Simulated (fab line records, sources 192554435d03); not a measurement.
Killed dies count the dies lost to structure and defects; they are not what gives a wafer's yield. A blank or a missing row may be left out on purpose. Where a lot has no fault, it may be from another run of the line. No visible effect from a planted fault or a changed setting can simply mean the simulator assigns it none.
The same fault as seen by 2 desks | flow n5Finfet | numbers are kept per desk, each desk with only its own; the story behind them comes last

## FROM THE METROLOGY DESK
Means of the sampled wafers that have a number, per lot and without regard to the tool the lot ran on: this is what the gauges read. The brackets show how far a lot's mean lies from the usual mean; more than 4 standard deviations puts the lot out of limits, marked OUT. It has 11 readings; the 7 that lie furthest out on some lot are the ones shown.
Columns: A = DIBL_N at N5_BEOL_M4_RC_MEAS_101, usual 36.0 mV/V; B = DIBL_P at N5_BEOL_M4_RC_MEAS_101, usual 36.7 mV/V; C = IOFF_N at N5_BEOL_M4_RC_MEAS_101, usual 0.16 nA/um; D = ION_N at N5_BEOL_M4_RC_MEAS_101, usual 673 uA/um; E = ION_P at N5_BEOL_M4_RC_MEAS_101, usual 461 uA/um; F = SS_P at N5_BEOL_M4_RC_MEAS_101, usual 73.4 mV/dec; G = VT_P at N5_BEOL_M4_RC_MEAS_101, usual -251 mV
lot  | first seen here | A    | B    | C    | D   | E   | F    | G
L700 | day 4 04:51     | 32.3 | 33.6 | 0.13 | 664 | 458 | 72.5 | -253
L704 | day 5 06:33     | 32.4 | 33.3 | 0.12 | 674 | 471 | 72.0 | -252
L707 | day 5 22:56     | 32.7 | 35.6 | 0.15 | 659 | 453 | 72.7 | -252
L709 | day 6 08:28     | 35.9 | 38.1 | 0.19 | 677 | 463 | 73.6 | -251
L717 | day 8 09:53     | 36.5 | 38.0 | 0.17 | 677 | 472 | 73.2 | -246
L720 | day 9 06:19     | 34.9 | 35.6 | 0.16 | 674 | 466 | 73.0 | -249
L721 | day 9 11:00     | 36.7 | 37.9 | 0.18 | 687 | 470 | 73.5 | -247
L722 | day 9 17:36     | 35.8 | 38.0 | 0.16 | 682 | 470 | 73.5 | -250
L723 | day 10 01:33    | 36.0 | 37.0 | 0.15 | 668 | 454 | 73.2 | -256
This desk's finding: nothing out of limits on any of the 9 lots.

## TOOL OWNER'S DESK, aldMetal-03
The tool's own readings at N5_HKMG_FIN_ALD_21 (deposits TiN, target thk 1.5 nm, pulse time 1 s, purge time 3 s): means of the sampled wafers that have a number, for each lot that ran on this tool. The brackets show how far a lot's mean lies from the usual mean; more than 4 standard deviations puts the lot out of limits, marked OUT.
Columns: A = chamberPressureTorr at N5_HKMG_FIN_ALD_21, usual 3.001 Torr; B = heaterPowerW at N5_HKMG_FIN_ALD_21, usual 938 W; C = precursorPulseHeightRel at N5_HKMG_FIN_ALD_21, usual 1.000; D = susceptorTempC at N5_HKMG_FIN_ALD_21, usual 400.01 C
lot  | first seen here | A     | B    | C     | D
L700 | day 4 08:05     | 2.997 | 1000 | 0.993 | 399.96
L704 | day 5 09:47     | 3.006 | 949  | 0.986 | 400.17
L707 | day 6 02:19     | 2.999 | 873  | 0.992 | 395.57 (-19) OUT
L709 | day 6 11:44     | 3.004 | 878  | 1.003 | 395.56 (-19) OUT
L720 | day 9 09:39     | 3.002 | 955  | 0.984 | 400.16
L723 | day 10 05:00    | 2.998 | 917  | 1.021 | 399.98
This desk's verdict: out of limits on L707, L709, starting with L707 at day 6 02:19 (susceptorTempC at N5_HKMG_FIN_ALD_21). L700, L704, L720, L723 stayed within limits.

## BROUGHT TOGETHER
On L707, L709, at day 6 02:19, an alarm was possible from the tool owner's desk.
Metrology desk: nothing out of limits seen.
The metrology desk has L707, L709 on record, within its limits.
Of the lots named, all ran N5_HKMG_FIN_ALD_21 on aldMetal-03.

## WHAT THE SIMULATOR PUT IN
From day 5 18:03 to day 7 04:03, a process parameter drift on aldMetal-03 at N5_HKMG_FIN_ALD_21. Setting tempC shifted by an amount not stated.
Lots struck among those shown: L707, L709.
Each desk's first reading out of limits, in hours after the fault started: the tool owner's desk, 8.
